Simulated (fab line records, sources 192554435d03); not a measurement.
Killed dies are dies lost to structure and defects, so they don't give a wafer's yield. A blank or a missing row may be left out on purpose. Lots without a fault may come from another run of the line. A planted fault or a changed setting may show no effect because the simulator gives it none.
Chamber matching | flow n5_finfet | N5_DUMMY_GATE_ALD_02 on ald_sin-04: 4 sister chambers
The step deposits SiO2, target thk 2 nm, pulse time 1 s. 8 wafers are shown with their chamber, then 12 later ones without.

WAFERS WITH THEIR CHAMBER
wafer  | chamber | heater_power_w (W) | precursor_pulse_height_rel
L078.1 | 1       | 441                | 0.989
L085.2 | 3       | 486                | 0.975
L085.4 | 0       | 423                | 1.000
L086.5 | 3       | 494                | 0.959
L086.6 | 2       | 549                | 1.001
L088.1 | 2       | 562                | 1.031
L088.3 | 1       | 438                | 0.958
L088.6 | 0       | 418                | 0.995

WAFERS WITHOUT THEIR CHAMBER
wafer  | heater_power_w (W) | precursor_pulse_height_rel
L089.2 | 508                | 1.012
L089.3 | 420                | 0.972
L089.6 | 497                | 1.021
L090.3 | 501                | 1.036
L090.4 | 439                | 1.000
L090.5 | 429                | 1.004
L096.2 | 552                | 1.016
L096.4 | 539                | 1.005
L096.5 | 545                | 1.021
L097.2 | 557                | 1.008
L097.3 | 414                | 0.975
L097.6 | 426                | 1.020

WHICH CHAMBER EACH WENT THROUGH
wafer  | from the rows above     | in truth
L089.2 | 3                       | 3
L089.3 | can't be placed: 0 or 1 | 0
L089.6 | 3                       | 3
L090.3 | 3                       | 3
L090.4 | can't be placed: 1 or 0 | 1
L090.5 | can't be placed: 0 or 1 | 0
L096.2 | 2                       | 2
L096.4 | 2                       | 2
L096.5 | 2                       | 2
L097.2 | 2                       | 2
L097.3 | 0                       | 0
L097.6 | 0                       | 0
Placed correctly: 9 of 12. Can't be placed from these rows: 3 (the true chamber is among the candidates in 3). Placed wrongly: 0.
How it was worked out, from the rows above alone: a wafer's distance from a chamber is the root of the sum, over the readings, of the square of ((its reading less the chamber's mean) divided by the reading's scatter). The wafer belongs to the nearest chamber; if the next one is less than 2 further off, it can't be placed. A chamber's mean is the mean of its shown wafers. The scatter: the root of (the sum of the squares of (reading less its chamber's mean) over the shown wafers, divided by (wafers less chambers)).
